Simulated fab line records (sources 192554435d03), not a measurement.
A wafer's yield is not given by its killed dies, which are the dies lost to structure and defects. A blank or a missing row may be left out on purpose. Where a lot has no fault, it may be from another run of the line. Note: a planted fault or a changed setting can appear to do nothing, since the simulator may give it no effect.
Chamber matching	flow n5-finfet	rie-diel-02 running N5_FIN_SAQP_STRIP_55: 4 sister chambers
The step strips in N2/H2. 4 wafers are shown with their chamber, then 10 later ones without.

== WAFERS, EACH WITH ITS CHAMBER ==
wafer	chamber	drypump-motor-current-A (A)
L076.1	0	6.4
L083.5	3	5.7
L085.3	2	5.2
L085.5	1	5.5

== WAFERS WITHOUT THEIR CHAMBER ==
wafer	drypump-motor-current-A (A)
L085.6	5.2
L089.1	6.3
L089.3	5.3
L089.5	5.3
L090.1	5.7
L090.2	5.5
L090.4	6.4
L091.1	5.2
L091.3	6.4
L091.6	5.2

== WHICH CHAMBER EACH WENT THROUGH ==
wafer	from the rows above	in truth
L085.6	2	2
L089.1	0	0
L089.3	can't be placed: 2 or 1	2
L089.5	can't be placed: 2 or 1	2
L090.1	3	3
L090.2	1	1
L090.4	0	0
L091.1	2	2
L091.3	0	0
L091.6	2	2
Placed correctly: 8 of 10. Unplaceable from these rows: 2, with the true chamber sitting among the candidates in 2. Placed wrongly: 0.
How it was worked out, from the rows above alone: a wafer's distance from a chamber is the root of the sum, over the readings, of the square of ((its reading less the chamber's mean) divided by the reading's scatter). If the next closest chamber is less than 2 further off than the closest, the wafer can't be placed; otherwise it belongs to the closest. The mean given for a chamber averages the wafers shown for that chamber. The scatter (one wafer shown for each chamber): square how far every hidden wafer sits from the nearest shown wafer, average those squares and take the square root.
